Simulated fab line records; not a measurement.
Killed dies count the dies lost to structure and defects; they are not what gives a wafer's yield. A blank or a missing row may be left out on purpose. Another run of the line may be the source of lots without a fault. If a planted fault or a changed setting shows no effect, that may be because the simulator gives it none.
Chamber matching / flow n5 finfet / 4 sister chambers for N5_FIN_SAQP_SPACER2_ALD_28 on ald sin-02
The step deposits SiO2, target thk 8.1 nm, pulse time 1 s, purge time 2 s. 4 wafers are shown with their chamber, then 10 later ones without.

## WAFERS, EACH WITH ITS CHAMBER
wafer=L076.5; chamber=3; heater power w (W)=519
wafer=L086.4; chamber=2; heater power w (W)=503
wafer=L090.3; chamber=0; heater power w (W)=556
wafer=L090.4; chamber=1; heater power w (W)=491

## WAFERS MISSING THEIR CHAMBER
wafer=L090.5; heater power w (W)=563
wafer=L092.1; heater power w (W)=493
wafer=L092.2; heater power w (W)=543
wafer=L092.3; heater power w (W)=485
wafer=L093.2; heater power w (W)=487
wafer=L093.3; heater power w (W)=530
wafer=L093.4; heater power w (W)=572
wafer=L097.2; heater power w (W)=476
wafer=L097.4; heater power w (W)=527
wafer=L097.5; heater power w (W)=508

## EACH ONE'S CHAMBER
wafer=L090.5; from the rows above=0; in truth=0
wafer=L092.1; from the rows above=can't be placed: 1 or 2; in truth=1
wafer=L092.2; from the rows above=can't be placed: 0 or 3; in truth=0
wafer=L092.3; from the rows above=can't be placed: 1 or 2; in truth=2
wafer=L093.2; from the rows above=can't be placed: 1 or 2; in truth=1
wafer=L093.3; from the rows above=can't be placed: 3 or 0 or 2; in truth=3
wafer=L093.4; from the rows above=0; in truth=0
wafer=L097.2; from the rows above=can't be placed: 1 or 2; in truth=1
wafer=L097.4; from the rows above=can't be placed: 3 or 2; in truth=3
wafer=L097.5; from the rows above=can't be placed: 2 or 3 or 1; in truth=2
Correct placement for 2 of the 10. These rows do not allow placing 8 (true chamber among the candidates in 8). Placed wrongly: 0.
How it was worked out, from the rows above alone: a wafer's distance from a chamber is the root of the sum, over the readings, of the square of ((its reading less the chamber's mean) divided by the reading's scatter). The wafer belongs to the nearest chamber; if the next one is less than 2 further off, it can't be placed. For every chamber, the mean is computed from those of its wafers that are shown. The scatter: with one shown wafer a chamber, the root of the mean of the squares of how far each hidden wafer lies from its nearest shown one.
